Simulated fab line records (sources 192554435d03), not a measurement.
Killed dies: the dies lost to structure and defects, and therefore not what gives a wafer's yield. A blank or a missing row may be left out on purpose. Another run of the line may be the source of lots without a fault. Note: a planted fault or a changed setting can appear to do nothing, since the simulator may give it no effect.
Which tool was responsible? ; flow n5-finfet ; 11 lots with 33 wafers sampled at 4 steps, on a route of 1938 steps

## WHAT EACH GAUGE READ, for each wafer
N5_BEOL_M11_RS_MEAS_57: a four-point-probe measurement.
lot;measured;on;M11_RS (ohm/sq)
L440;day 10 19:34;film-metro-01;0.1518 0.1543 0.1533
L443;day 12 14:10;film-metro-02;0.1517 0.1517 0.1511
L445;day 13 10:25;film-metro-01;0.1528 0.1462 0.1491
L446;day 13 17:08;film-metro-02;0.1534 0.1473 0.1474
L447;day 13 17:26;film-metro-02;0.1488 0.1475 0.1524
L450;day 14 03:05;film-metro-01;0.1495 0.1521 0.1475
L448;day 14 05:32;film-metro-02;0.1493 0.1522 0.1517
L457;day 16 01:00;film-metro-02;0.1510 0.1514 0.1521
L458;day 16 01:35;film-metro-02;0.1518 0.1505 0.1475
L462;day 16 07:24;film-metro-01;0.1556 0.1503 0.1504
L460;day 16 15:56;film-metro-01;0.1510 0.1438 0.1502

N5_BEOL_M11_INSPECT_58: inspects for defects (darkfield).
lot;measured;on;raw-defect-count
L440;day 10 19:35;defect-inspect-02;56 170 121
L443;day 12 14:11;defect-inspect-02;51 95 55
L445;day 13 10:26;defect-inspect-01;72 52 74
L446;day 13 17:10;defect-inspect-02;77 108 80
L447;day 13 17:27;defect-inspect-02;76 77 93
L450;day 14 03:07;defect-inspect-02;183 88 140
L448;day 14 05:34;defect-inspect-01;75 56 58
L457;day 16 01:02;defect-inspect-01;24 64 71
L458;day 16 01:36;defect-inspect-02;63 77 60
L462;day 16 07:25;defect-inspect-01;95 62 118
L460;day 16 15:58;defect-inspect-01;89 80 80

N5_BEOL_M12_INSPECT_12: inspects for defects (macro).
lot;measured;on;raw-defect-count
L440;day 10 20:14;defect-inspect-01;1 1 2
L443;day 12 14:43;defect-inspect-02;3 3 2
L445;day 13 11:05;defect-inspect-02;1 0 1
L446;day 13 17:41;defect-inspect-02;3 1 1
L447;day 13 18:07;defect-inspect-02;2 5 1
L450;day 14 03:49;defect-inspect-02;1 0 2
L448;day 14 06:13;defect-inspect-01;2 1 1
L457;day 16 01:41;defect-inspect-01;4 3 1
L458;day 16 02:16;defect-inspect-02;4 4 2
L462;day 16 07:57;defect-inspect-02;5 0 2
L460;day 16 16:30;defect-inspect-01;2 0 2

## WHICH TOOL RAN EACH LOT (tool, then ch and the chambers of the sampled wafers, then the start)
lot;N5_BEOL_M12_COAT_58
L440;litho-track-02 ch 0, day 10 19:47
L443;litho-track-01 ch 0, day 12 14:23
L445;litho-track-02 ch 0, day 13 10:38
L446;litho-track-02 ch 0, day 13 17:22
L447;litho-track-02 ch 0, day 13 17:39
L450;litho-track-02 ch 0, day 14 03:22
L448;litho-track-01 ch 0, day 14 05:46
L457;litho-track-04 ch 0, day 16 01:14
L458;litho-track-04 ch 0, day 16 01:48
L462;litho-track-04 ch 0, day 16 07:37
L460;litho-track-04 ch 0, day 16 16:10
- N5_BEOL_M12_COAT_58: time 60 s, resist thk 89 nm.

## WHAT THE TOOLS THEMSELVES READ (means of the sampled wafers that have a number; where no wafer has one, the mark that the record gives instead)
N5_BEOL_M12_COAT_58.
lot;tool;spin-speed-rpm (rpm)
L440;litho-track-02;1501.0
L443;litho-track-01;1501.1
L445;litho-track-02;1499.9
L446;litho-track-02;1500.9
L447;litho-track-02;1406.0
L450;litho-track-02;1406.8
L448;litho-track-01;1499.8
L457;litho-track-04;1500.5
L458;litho-track-04;1501.1
L462;litho-track-04;1500.0
L460;litho-track-04;1500.9

## THE ANSWER, worked out from the rows above alone
Rule: usual is defined by the lots themselves. The widest of any qualifying gaps counts: lots, ordered by their means at a reading, are off when they make up no more than a third of the lots, leave a main group of 4 or more, and stand apart from it by 3 or more times the standard deviation of that group's means. A main group is skipped when, at the precision printed for the reading in the tables above, its means are all equal. A lot without any number at a reading at which 4 lots or more have one is off too. The other lots that the step has rows for count as sound. After the gauges, taken in route order, come the tools' own readings; for these a lot's mean is taken, as printed above. The first step at which some lot is off is used, and at that step the reading that is off furthest; a lot without a number counts as furthest.
Off: L447, L450, at N5_BEOL_M12_COAT_58 (spin-speed-rpm). The main group: mean 1500.6 rpm, standard deviation 0.51.
A tool fits if, at that step or a process step before it, it ran every lot that is off, and no sound lot after the first of them. One fits: litho-track-02 at N5_BEOL_M12_COAT_58. Its last sound lot is L446 (day 13 17:22), its first lot that is off L447 (day 13 17:39): a fault that began between those two fits.
On the lots that are off, the tool's own readings at N5_BEOL_M12_COAT_58 differ by more than 5 times the standard deviation of the sound lots' means, which bears it out; spin-speed-rpm reads 1406.4 rpm there versus 1500.6 rpm on the sound lots.

## WHAT THE SIMULATOR HAD INSERTED
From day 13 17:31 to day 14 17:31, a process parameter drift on litho-track-02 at N5_BEOL_M12_COAT_58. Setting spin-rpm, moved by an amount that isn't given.
Lots struck among those shown: L447, L450. The rule above found the same.
